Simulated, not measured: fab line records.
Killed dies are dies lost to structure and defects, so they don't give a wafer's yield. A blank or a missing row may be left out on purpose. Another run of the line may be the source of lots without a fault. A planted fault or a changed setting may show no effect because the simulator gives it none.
Chamber matching + flow n5Finfet + N5_BEOL_M15_ILD_DEP_00 on pecvd-04 has 3 sister chambers
The step deposits SiO2 from TEOS/O2, target thk 1629.3 nm, time 346.1 s. 3 wafers are shown with their chamber, then 7 later ones without.

== EACH WAFER AND ITS CHAMBER ==
| wafer  | chamber | showerheadVppV (V) |
|--------|---------|--------------------|
| L081.6 | 0       | 1826               |
| L085.2 | 1       | 1873               |
| L085.3 | 2       | 1775               |

== WAFERS WITHOUT THEIR CHAMBER ==
| wafer  | showerheadVppV (V) |
|--------|--------------------|
| L085.5 | 1813               |
| L092.2 | 1859               |
| L092.4 | 1894               |
| L092.6 | 1878               |
| L095.4 | 1802               |
| L095.5 | 1879               |
| L095.6 | 1797               |

== WHICH CHAMBER EACH WENT THROUGH ==
| wafer  | from the rows above     | in truth                   |
|--------|-------------------------|----------------------------|
| L085.5 | can't be placed: 0 or 2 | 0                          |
| L092.2 | can't be placed: 1 or 0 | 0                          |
| L092.4 | 1                       | 1                          |
| L092.6 | 1                       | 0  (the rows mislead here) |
| L095.4 | can't be placed: 0 or 2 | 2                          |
| L095.5 | 1                       | 1                          |
| L095.6 | can't be placed: 2 or 0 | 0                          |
2 of 7 placed correctly. From these rows, 4 cannot be placed; in 4 the true chamber is one of the candidates. Placed wrongly: 1.
How it was worked out, from the rows above alone: a wafer's distance from a chamber is the root of the sum, over the readings, of the square of ((its reading less the chamber's mean) divided by the reading's scatter). If the next closest chamber is less than 2 further off than the closest, the wafer can't be placed; otherwise it belongs to the closest. A chamber's mean is the mean of its shown wafers. The scatter: root of mean squared gap, hidden wafer to nearest shown wafer, with one shown wafer a chamber.
